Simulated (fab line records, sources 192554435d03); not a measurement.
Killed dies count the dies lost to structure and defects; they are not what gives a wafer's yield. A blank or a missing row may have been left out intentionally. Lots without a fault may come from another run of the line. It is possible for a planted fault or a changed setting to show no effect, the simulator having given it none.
Matching of chambers / flow n5_finfet / N5_BEOL_M0_SAQP_ALD_48 on ald_sin-03 has 4 sister chambers
The step deposits SiO2, target thk 20 nm, pulse time 1 s, co reactant pulse time 1 s. 20 wafers are shown with their chamber, then 10 later ones without.

## WAFERS PAIRED WITH THEIR CHAMBERS
wafer=L074.1; chamber=1; heater_power_w (W)=69; precursor_pulse_height_rel=0.993
wafer=L074.3; chamber=3; heater_power_w (W)=76; precursor_pulse_height_rel=0.988
wafer=L074.5; chamber=0; heater_power_w (W)=73; precursor_pulse_height_rel=0.986
wafer=L079.1; chamber=1; heater_power_w (W)=70; precursor_pulse_height_rel=1.010
wafer=L079.3; chamber=0; heater_power_w (W)=75; precursor_pulse_height_rel=1.006
wafer=L079.4; chamber=2; heater_power_w (W)=99; precursor_pulse_height_rel=0.985
wafer=L080.3; chamber=0; heater_power_w (W)=73; precursor_pulse_height_rel=1.022
wafer=L080.4; chamber=3; heater_power_w (W)=77; precursor_pulse_height_rel=0.996
wafer=L080.5; chamber=2; heater_power_w (W)=96; precursor_pulse_height_rel=1.003
wafer=L084.4; chamber=3; heater_power_w (W)=78; precursor_pulse_height_rel=1.003
wafer=L084.5; chamber=3; heater_power_w (W)=76; precursor_pulse_height_rel=1.012
wafer=L084.6; chamber=0; heater_power_w (W)=76; precursor_pulse_height_rel=0.983
wafer=L086.3; chamber=1; heater_power_w (W)=68; precursor_pulse_height_rel=0.984
wafer=L086.5; chamber=1; heater_power_w (W)=68; precursor_pulse_height_rel=0.970
wafer=L086.6; chamber=0; heater_power_w (W)=75; precursor_pulse_height_rel=1.033
wafer=L088.2; chamber=0; heater_power_w (W)=73; precursor_pulse_height_rel=0.986
wafer=L088.5; chamber=0; heater_power_w (W)=74; precursor_pulse_height_rel=0.998
wafer=L088.6; chamber=3; heater_power_w (W)=76; precursor_pulse_height_rel=0.983
wafer=L090.3; chamber=1; heater_power_w (W)=66; precursor_pulse_height_rel=0.990
wafer=L090.5; chamber=1; heater_power_w (W)=68; precursor_pulse_height_rel=0.998

SIGNATURES (means of the wafers above)
reading=heater_power_w; chamber 0=74.14; chamber 1=68.17; chamber 2=97.50; chamber 3=76.60; scatter within a chamber=1.26
reading=precursor_pulse_height_rel; chamber 0=1.00200; chamber 1=0.99083; chamber 2=0.99400; chamber 3=0.99640; scatter within a chamber=0.0156
Rule: a wafer lies at a distance from a chamber equal to the root of the sum of squares, over the readings, of (its reading less the chamber's mean, divided by the reading's scatter). The wafer belongs to the nearest chamber; if the next one is less than 2 further off, it can't be placed. How the scatter is found: for the shown wafers, subtract from each reading the mean of its chamber, square and add these, divide the total by (wafers less chambers), then take the root.

## WAFERS WITHOUT THEIR CHAMBER
wafer=L090.6; heater_power_w (W)=100; precursor_pulse_height_rel=1.003
wafer=L092.1; heater_power_w (W)=75; precursor_pulse_height_rel=0.974
wafer=L092.2; heater_power_w (W)=68; precursor_pulse_height_rel=0.993
wafer=L092.5; heater_power_w (W)=72; precursor_pulse_height_rel=0.999
wafer=L093.1; heater_power_w (W)=101; precursor_pulse_height_rel=1.025
wafer=L093.4; heater_power_w (W)=76; precursor_pulse_height_rel=0.998
wafer=L093.5; heater_power_w (W)=77; precursor_pulse_height_rel=1.046
wafer=L095.4; heater_power_w (W)=74; precursor_pulse_height_rel=1.021
wafer=L095.5; heater_power_w (W)=100; precursor_pulse_height_rel=0.997
wafer=L095.6; heater_power_w (W)=76; precursor_pulse_height_rel=0.991

## WHICH CHAMBER EACH ONE RAN IN
wafer=L090.6; from the rows above=2; in truth=2
wafer=L092.1; from the rows above=can't be placed: 3 or 0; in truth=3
wafer=L092.2; from the rows above=1; in truth=1
wafer=L092.5; from the rows above=can't be placed: 0 or 1 or 3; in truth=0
wafer=L093.1; from the rows above=2; in truth=2
wafer=L093.4; from the rows above=can't be placed: 3 or 0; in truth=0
wafer=L093.5; from the rows above=can't be placed: 3 or 0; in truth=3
wafer=L095.4; from the rows above=can't be placed: 0 or 3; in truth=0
wafer=L095.5; from the rows above=2; in truth=2
wafer=L095.6; from the rows above=can't be placed: 3 or 0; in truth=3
4 of 10 placed correctly. Cannot be placed on the basis of these rows: 6; the candidates contain the true chamber in 6. Number placed wrongly: 0.
